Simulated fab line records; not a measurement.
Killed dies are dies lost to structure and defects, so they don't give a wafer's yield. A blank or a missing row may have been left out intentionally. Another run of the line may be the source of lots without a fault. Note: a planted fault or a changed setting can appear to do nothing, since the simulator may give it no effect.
The same fault as seen by 2 desks -- flow n5_finfet -- every desk sees just its own numbers, and what lay behind them comes last

FROM THE METROLOGY DESK
Lot by lot, what the gauges showed, no matter which tool ran the lot: averages of those sampled wafers that carry a number. A lot is out of limits, marked OUT, if its mean lies more than 4 standard deviations from the usual mean; the brackets give that distance. 7 of its 27 readings are shown, namely those furthest out on some lot.
Columns: A = cd_nm at N5_BEOL_M7_CD_MEAS_18, usual 39.9 nm; B = trench_depth_nm at N5_BEOL_M7_OCD_MEAS_38, usual 93.5 nm; C = M7_RS at N5_BEOL_M7_RS_MEAS_57, usual 0.286 ohm/sq; D = COMB_M13 at N5_BEOL_M15_RC_MEAS_101, usual 5.6e-12 S/m; E = COMB_M13_max_site at N5_BEOL_M15_RC_MEAS_101, usual 7.8e-12 S/m; F = SERP_M13 at N5_BEOL_M15_RC_MEAS_101, usual 0.306 ohm/um; G = SERP_M7 at N5_BEOL_M15_RC_MEAS_101, usual 13.8 ohm/um
lot,first seen here,A,B,C,D,E,F,G
L900,day 11 08:17,39.8,93.8,0.277,5.3e-12,6.8e-12,0.310,13.7
L899,day 11 17:05,40.5,94.9,0.285,6.7e-12,8.8e-12,0.312,13.7
L903,day 12 18:43,38.9,89.5,0.307,5.1e-12,6.8e-12,0.306,15.1
L904,day 14 06:29,39.9,89.6,0.302,5.2e-12,7.2e-12,0.309,14.7
L918,day 17 11:46,39.9,94.3,0.280,5.0e-12,6.9e-12,0.301,13.6
L914,day 17 16:00,39.6,94.6,0.279,7.8e-12,1.1e-11,0.307,13.6
L916,day 18 14:07,40.9,92.4,0.288,5.7e-12,7.3e-12,0.317,13.3
This desk found nothing out of limits on any of the 7 lots.

FOR THE TOOL OWNER'S DESK: rie_diel-01
The tool's own readings at N5_BEOL_M7_TRENCH_ETCH_37 (etches SiCOH lowk in C4F6/O2, target depth 93.478 nm, time 31.2 s): means of the sampled wafers that have a number, for each lot that ran on this tool. A lot is out of limits, marked OUT, if its mean lies more than 4 standard deviations from the usual mean; the brackets give that distance.
Columns: A = O2_flow_sccm at N5_BEOL_M7_TRENCH_ETCH_37, usual 10.000 sccm; B = bias_w at N5_BEOL_M7_TRENCH_ETCH_37, usual 185.1 W; C = drypump_motor_current_A at N5_BEOL_M7_TRENCH_ETCH_37, usual 5.8 A; D = oes_product_au at N5_BEOL_M7_TRENCH_ETCH_37, usual 0.83 a.u.; E = rf_vpp_V at N5_BEOL_M7_TRENCH_ETCH_37, usual 662 V; F = showerhead_plenum_p_Torr at N5_BEOL_M7_TRENCH_ETCH_37, usual 2.86 Torr; G = throttle_valve_pct at N5_BEOL_M7_TRENCH_ETCH_37, usual 20.88 %
lot,first seen here,A,B,C,D,E,F,G
L900,day 11 11:40,10.010,184.5,5.7,0.85,662,2.85,20.96
L899,day 11 22:59,10.000,185.7,5.7,0.91,660,2.90,20.86
L903,day 12 22:19,9.997,159.0 (-46) OUT,5.7,0.86,583 (-9.8) OUT,2.90,20.86
L904,day 14 10:41,9.983,158.2 (-47) OUT,5.8,0.82,588 (-9.3) OUT,2.92,20.92
L914,day 17 20:34,9.984,185.2,5.7,0.81,661,2.83,21.00
Finding of this desk: L903, L904 out of limits; the first was L903 at day 12 22:19, on bias_w at N5_BEOL_M7_TRENCH_ETCH_37. L900, L899, L914: within limits.

BROUGHT TOGETHER
The tool owner's desk had the chance to raise an alarm at day 12 22:19 on L903, L904.
From the metrology desk's view, nothing was out of limits.
The metrology desk has L903, L904 on record, within its limits.
On rie_diel-01, each named lot ran N5_BEOL_M7_TRENCH_ETCH_37.

WHAT WAS PUT IN BY THE SIMULATOR
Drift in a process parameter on rie_diel-01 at N5_BEOL_M7_TRENCH_ETCH_37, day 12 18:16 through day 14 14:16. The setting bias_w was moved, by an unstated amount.
Lots struck among those shown: L903, L904.
Each desk's first reading out of limits, in hours after the fault started: the tool owner's desk, 4.
